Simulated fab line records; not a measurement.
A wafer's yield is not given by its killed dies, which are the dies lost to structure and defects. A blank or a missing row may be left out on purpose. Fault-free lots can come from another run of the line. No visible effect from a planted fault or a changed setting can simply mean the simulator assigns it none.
fab line records	flow nand_harc
record: lots: 14	wafers: 42	last_day: 24
route steps=1159 shown A_BLC@988 THIN_TSV@1121 END@1159
lots with no fault: from the same line, run without faults
start_h: start of the lot's first displayed wafer, in hours after the record's first day	wait_h: how many hours have passed since the lot's step before this one	" unchanged from the row above	L1.1+2: a single row standing in for several wafers	- no value present, or no start provided	* or withheld: withheld	< > ~ a bound
route shown NAME@n: names a module that has steps shown in the file, with the first one's number in the route	usual: the fault-free wafers' mean and standard deviation	same: alike in all rows	chamber/n: place in a boat	sites: the reading at each site	_std_site: the standard deviation of these	_edge_site: outer sites' mean less inner sites'	radius_mm: for every site, how far away it sits from the centre of the wafer	mask NAME#n: copy n	behind: the last tool/chamber to shape the wafer	hold: the reason the lot was held/the length of the hold in hours/how it ended	device: transistor that didn't switch, given as n, p or np	end of line: the route-end tests of the same wafers	for a step that has no rows: nothing shown but its recipe	killed: dies that structure and defects cost at the first sort, which is not the same as the wafer's yield	map: the dies of a wafer, with x for killed, . for not killed, _ for no die there
set.NAME: the setting the step ran with; set.NAME@STEP: the setting that earlier step ran with	model.NAME: the simulator's own value behind a step, which no gauge read
one table for each step of the route and one row for each wafer, over a sample of lots
services: from which hour (start_h, from the record's first day; less than 0 if before it) a tool's chamber was out of use, for how many hours, and why
== steps ==
step: NHARC_A_BLC_ALD_23
recipe: target_thk_a: 30	pulse_time_s: 1	ald_cycles: 150	temp_c: 450	material: TiN
usual: heater_power_w: 1069/88	precursor_pulse_height_rel: 0.999/0.019
lot.wafer	tool	chamber	start_h	wait_h	heater_power_w	precursor_pulse_height_rel	since_wet_clean_h
L345.4	ald_metal-03	0	400.75	-	1003	1.016	69
L345.2	"	1	"	"	958	0.993	69
L345.3	"	3	"	"	1062	1.037	69
L346.3	ald_metal-01	2	402.83	-	1223	0.975	113
L346.4	"	0	"	"	1030	0.995	113
L346.6	"	3	"	"	1170	0.976	-
L347.1	ald_metal-01	2	412.33	-	1206	0.978	122
L347.5	"	2	"	"	1221	0.994	-
L347.6	"	3	"	"	1169	0.983	-
L350.1	ald_metal-03	0	412.55	-	1008	0.988	81
L350.2	"	1	"	"	960	1.024	81
L350.6	"	3	"	"	1063	0.994	-
L348.1	ald_metal-03	3	422.68	-	1067	1.008	91
L348.5	"	1	"	"	1004	1.000	-
L348.6	"	2	"	"	1170	1.014	-
L351.3	ald_metal-01	0	426.65	-	1008	0.972	137
L351.1	"	1	"	"	918	1.022	137
L351.6	"	3	"	"	1193	1.013	-
L349.2	ald_metal-03	2	427.52	-	1209	0.989	96
L349.1	"	3	"	"	1062	0.994	96
L349.4	"	0	"	"	1006	1.015	96
L353.2	ald_metal-03	2	450.83	-	1163	0.957	119
L353.3	"	3	"	"	1058	0.998	119
L353.6	"	1	"	"	986	1.037	-
L354.3	ald_metal-03	1	462.56	-	996	0.993	131
L354.1	"	0	"	"	1015	1.016	131
L354.6	"	1	"	"	954	0.997	-
L361.4	ald_metal-01	3	496.33	-	1098	0.982	28
L361.6	"	3	"	"	1096	0.994	-
L361.5	"	0	"	"	1016	1.016	-
L363.4	ald_metal-01	3	507.24	-	1120	0.997	39
L363.6	"	1	"	"	915	0.994	-
L363.5	"	2	"	"	1158	1.000	-
L362.1	ald_metal-01	3	509.85	-	1109	0.977	42
L362.3	"	0	"	"	1013	0.995	42
L362.4	"	1	"	"	916	1.033	42
L365.4	ald_metal-02	2	516.46	-	1095	1.022	142
L365.6	"	1	"	"	996	1.005	-
L365.5	"	2	"	"	1070	0.983	-
L368.2	ald_metal-01	3	537.46	-	1083	1.018	69
L368.4	"	0	"	"	1016	1.023	70
L368.1	"	2	"	"	1177	1.006	70
step: NHARC_THIN_TSV_CD_MEAS_16
usual: cd_nm: 999.4/1.8
lot.wafer	tool	chamber	start_h	wait_h	cd_nm
L346.3	cd_sem-03	-	448.45	0.1	997.5
L346.4	"	-	"	"	997.8
L346.6	"	-	"	"	996.8
L345.2	cd_sem-01	-	449.99	0.1	1000.7
L345.3	"	-	"	"	1000.0
L345.4	"	-	"	"	999.1
L347.1	cd_sem-03	-	450.99	0.1	996.6
L347.5	"	-	"	"	998.6
L347.6	"	-	"	"	998.9
L350.1	cd_sem-02	-	452.18	0.1	997.7
L350.2	"	-	"	"	997.4
L350.6	"	-	"	"	996.6
L348.1	cd_sem-02	-	453.40	0.1	1001.3
L348.5	"	-	"	"	1001.5
L348.6	"	-	"	"	1005.4
L351.1	cd_sem-03	-	460.73	0.1	998.1
L351.3	"	-	"	"	1000.2
L351.6	"	-	"	"	999.5
L349.1	cd_sem-02	-	462.11	0.1	1002.0
L349.2	"	-	"	"	1000.6
L349.4	"	-	"	"	1000.2
L353.2	cd_sem-02	-	479.76	0.1	1001.1
L353.3	"	-	"	"	1000.1
L353.6	"	-	"	"	1002.4
L354.1	cd_sem-02	-	490.81	0.1	1000.1
L354.3	"	-	"	"	1002.4
L354.6	"	-	"	"	1002.1
L361.4	cd_sem-01	-	521.72	0.1	1001.3
L361.5	"	-	"	"	998.3
L361.6	"	-	"	"	998.9
L363.4	cd_sem-03	-	543.63	0.1	998.2
L363.5	"	-	"	"	999.6
L363.6	"	-	"	"	998.1
L362.1	cd_sem-02	-	544.76	0.1	996.5
L362.3	"	-	"	"	998.2
L362.4	"	-	"	"	996.7
L365.4	cd_sem-03	-	546.13	0.1	998.7
L365.5	"	-	"	"	1001.2
L365.6	"	-	"	"	999.8
L368.1	cd_sem-03	-	569.97	0.1	998.8
L368.2	"	-	"	"	998.2
L368.4	"	-	"	"	1000.0
step: NHARC_THIN_TSV_STRIP_62
recipe: power_w: 1500	temp_c: 250	time_s: 20	chemistry: N2/H2
usual: drypump_motor_current_A: 5.7/0.45	heater_power_w: 327/16	rf_refl_power_W: 24/6.7
lot.wafer	tool	chamber	start_h	wait_h	drypump_motor_current_A	heater_power_w	rf_hours_counter_h	rf_refl_power_W
L346.4	plasma_asher-01	0	450.20	-	6.0	315	-	27
L346.3	"	1	"	"	5.2	326	-	15
L346.6	"	0	"	"	6.0	307	-	26
L345.2	plasma_asher-02	0	451.77	-	5.4	315	29	32
L345.4	"	0	"	"	5.4	314	-	33
L345.3	"	1	"	"	6.3	343	-	21
L347.1	plasma_asher-02	1	452.73	-	6.3	344	29	21
L347.5	"	0	"	"	5.4	316	-	33
L347.6	"	1	"	"	6.3	346	-	21
L350.2	plasma_asher-02	0	454.11	-	5.4	311	30	32
L350.1	"	1	"	"	6.3	349	30	21
L350.6	"	0	"	"	5.4	318	-	32
L348.1	plasma_asher-02	1	455.17	-	6.3	359	31	-
L348.5	"	0	"	"	5.4	313	-	-
L348.6	"	1	"	"	6.3	339	-	-
L351.1	plasma_asher-01	0	463.60	-	5.9	313	1	26
L351.3	"	1	"	"	5.2	328	-	14
L351.6	"	1	"	"	5.2	329	-	16
L349.1	plasma_asher-01	0	464.08	-	5.9	317	1	27
L349.2	"	1	"	"	5.2	350	1	14
L349.4	"	0	"	"	5.9	308	-	27
L353.2	plasma_asher-01	1	481.39	-	5.2	331	6	-
L353.3	"	1	"	"	5.2	330	-	-
L353.6	"	1	"	"	5.2	335	-	-
L354.1	plasma_asher-02	1	492.45	-	6.3	351	49	22
L354.3	"	0	"	"	5.4	312	-	32
L354.6	"	1	"	"	6.3	350	-	22
L361.4	plasma_asher-01	0	523.57	-	5.9	314	-	-
L361.5	"	1	"	"	5.2	325	-	-
L361.6	"	0	"	"	5.9	315	-	-
L363.4	plasma_asher-02	1	546.20	-	6.4	356	-	21
L363.6	"	0	"	"	5.4	343	-	32
L363.5	"	1	"	"	6.3	342	-	21
L362.1	plasma_asher-01	1	546.58	-	5.2	327	31	13
L362.4	"	1	"	"	5.2	332	-	13
L362.3	"	0	"	"	5.9	311	-	27
L365.4	plasma_asher-01	1	547.94	-	5.2	331	-	13
L365.6	"	0	"	"	5.9	307	-	27
L365.5	"	1	"	"	5.2	332	-	16
L368.2	plasma_asher-01	1	571.90	-	5.2	327	39	-
L368.1	"	0	"	"	5.9	312	39	-
L368.4	"	0	"	"	5.9	317	-	-
step: NHARC_THIN_TSV_CD_MEAS_37
usual: cd_nm: 5000.9/2.4
lot.wafer	tool	chamber	start_h	wait_h	cd_nm
L346.3	cd_sem-02	-	455.64	-	4999.2
L346.4	"	-	"	"	5001.2
L346.6	"	-	"	"	5000.5
L345.2	cd_sem-02	-	456.49	-	5001.2
L345.3	"	-	"	"	5000.6
L345.4	"	-	"	"	4998.2
L347.1	cd_sem-03	-	457.82	-	4998.4
L347.5	"	-	"	"	4998.3
L347.6	"	-	"	"	4998.0
L350.1	cd_sem-03	-	458.87	-	4995.0
L350.2	"	-	"	"	4996.2
L350.6	"	-	"	"	4997.1
L348.1	cd_sem-01	-	460.80	-	5002.6
L348.5	"	-	"	"	5003.9
L348.6	"	-	"	"	5007.8
L351.1	cd_sem-02	-	468.38	-	5000.4
L351.3	"	-	"	"	5002.1
L351.6	"	-	"	"	5001.1
L349.1	cd_sem-03	-	469.11	-	5003.2
L349.2	"	-	"	"	5003.8
L349.4	"	-	"	"	5002.6
L353.2	cd_sem-02	-	486.23	-	5000.2
L353.3	"	-	"	"	5003.0
L353.6	"	-	"	"	5006.6
L354.1	cd_sem-02	-	497.20	-	5004.4
L354.3	"	-	"	"	5004.8
L354.6	"	-	"	"	5005.4
L361.4	cd_sem-03	-	528.33	-	5001.7
L361.5	"	-	"	"	4999.5
L361.6	"	-	"	"	4999.6
L363.4	cd_sem-03	-	551.10	-	4999.0
L363.5	"	-	"	"	5000.0
L363.6	"	-	"	"	4999.0
L362.1	cd_sem-02	-	551.73	-	4999.6
L362.3	"	-	"	"	5000.7
L362.4	"	-	"	"	4998.1
L365.4	cd_sem-02	-	552.68	-	4997.8
L365.5	"	-	"	"	5001.1
L365.6	"	-	"	"	5001.0
L368.1	cd_sem-01	-	576.61	-	5004.5
L368.2	"	-	"	"	5001.5
L368.4	"	-	"	"	5001.8
step: NHARC_END_SORT_01
recipe: temp_c: 25
usual: killed_at_array: 29/10	killed_at_other: 0.7/1.1	killed_at_periphery: 3.2/2.2	killed_dies: 33/11	killed_open: 3.5/1.8	killed_short: 2.0/1.4
same: gross_dies: 677
lot.wafer	tool	chamber	start_h	wait_h	killed_at_array	killed_at_other	killed_at_periphery	killed_dies	killed_open	killed_short
L353.2	prober-02	0	499.04	2.8	63	1	5	69	5	0
L353.3	prober-02	0	499.84	3.1	70	2	8	80	6	3
L353.6	prober-02	0	502.24	4.0	84	2	5	91	2	0
L354.1	prober-01	0	513.67	2.5	62	0	6	68	2	2
L354.3	prober-01	0	515.30	3.1	71	0	5	76	1	0
L354.6	prober-01	0	517.74	4.1	79	1	5	85	4	3
killed by level:class
L353.2 A_BLC:unspecified=34 A_SLIT:chamber_film_flake=9 A_STAIRCASE:chamber_film_flake=8 P_CONTACT:chamber_film_flake=3 A_CONTACT:chamber_film_flake=3 A_BONDPAD:chamber_film_flake=3 A_ONON_D1:geometric_particle:open=2 A_CHANNEL_HOLE_D1:chamber_film_flake=2
L353.3 A_BLC:unspecified=43 A_CONTACT:chamber_film_flake=6 A_SLIT:chamber_film_flake=5 P_STI:chamber_film_flake=4 P_CONTACT:chamber_film_flake=3 A_CHANNEL_HOLE_D1:chamber_film_flake=3 A_WL_FILL:chamber_film_flake=3 A_CHANNEL_FILL_D1:geometric_particle:short=2
L353.6 A_BLC:unspecified=57 A_SLIT:chamber_film_flake=15 A_CHANNEL_HOLE_D1:chamber_film_flake=4 A_STAIRCASE:chamber_film_flake=3 A_CONTACT:geometric_particle:open=2 P_STI:chamber_film_flake=2 P_M0:chamber_film_flake=2 A_WL_FILL:chamber_film_flake=2
L354.1 A_BLC:unspecified=49 P_GATE:chamber_film_flake=5 A_CONTACT:chamber_film_flake=3 A_CHANNEL_HOLE_D1:chamber_film_flake=2 A_WL_FILL:chamber_film_flake=2 A_SOURCE_PLATE:geometric_particle:short=1 A_ONON_D1:geometric_particle:open=1 A_CONTACT:geometric_particle:short=1
L354.3 A_BLC:unspecified=64 P_M0:chamber_film_flake=3 P_GATE:chamber_film_flake=2 A_CHANNEL_HOLE_D1:chamber_film_flake=2 A_M0:geometric_particle:open=1 A_SLIT:chamber_film_flake=1 A_CONTACT:chamber_film_flake=1 A_BLC:chamber_film_flake=1
L354.6 A_BLC:unspecified=58 A_CONTACT:chamber_film_flake=5 A_CHANNEL_HOLE_D1:chamber_film_flake=4 A_CONTACT:geometric_particle:open=2 A_M0:geometric_particle:open=2 P_STI:chamber_film_flake=2 P_CONTACT:chamber_film_flake=2 A_WL_FILL:chamber_film_flake=2
== services ==
tool	chamber	start_h	hours	kind
ald_metal-02	-	409.27	1.3	repair
plasma_asher-01	-	411.55	8.2	repair
ald_metal-02	1	449.21	30.4	repair
plasma_asher-01	-	453.00	9.0	pm
plasma_asher-01	0	453.00	9.0	vent_cycle
plasma_asher-01	1	453.00	9.0	vent_cycle
ald_metal-01	-	458.00	10.0	pm
ald_metal-01	0	458.00	10.0	vent_cycle
ald_metal-01	1	458.00	10.0	vent_cycle
ald_metal-01	2	458.00	10.0	vent_cycle
ald_metal-01	3	458.00	10.0	vent_cycle
plasma_asher-01	0	462.00	-	clean
plasma_asher-01	1	462.00	-	clean
ald_metal-01	0	468.00	-	clean
ald_metal-01	1	468.00	-	clean
ald_metal-01	2	468.00	-	clean
ald_metal-01	3	468.00	-	clean
ald_metal-01	-	483.68	2.2	repair
ald_metal-03	-	500.00	10.0	pm
ald_metal-01	3	515.34	10.9	repair
ald_metal-02	0	520.95	3.2	repair
plasma_asher-02	-	537.00	9.0	pm
ald_metal-03	-	537.80	0.3	repair
ald_metal-02	-	542.00	10.0	pm
== key ==
first_sign: step: NHARC_END_SORT_01	reading: killed_dies	direction: up	sigmas: 4.3	usual: 33	struck: 78
effect: step: NHARC_END_SORT_01	reading: killed_at_array	direction: up	sigmas: 4.2	usual: 29	struck: 72
more_kills_born_at: NHARC_A_BLC_ALD_23@ald_metal-03: 305
met_at NHARC_A_BLC_ALD_23
struck_lots L353,L354
tester_left_out L353,L354
not_acting_at NHARC_THIN_TSV_CD_MEAS_16,NHARC_THIN_TSV_STRIP_62,NHARC_THIN_TSV_CD_MEAS_37
onset_between 427.52 450.83
fault: kind: chamber_particle_source	tool: ald_metal-03	chamber: -	onset_h: 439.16	steps: NHARC_A_BLC_ALD_23	rate_per_visit_cm2: 0.55501	end_h: 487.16
tester_left_out: of these lots the tester's yield and bins aren't shown, on N5 and GAA mostly nor the transistor test; their killed dies are dies lost to structure and defects alone, not to doping, threshold or leakage, so they don't give the yield
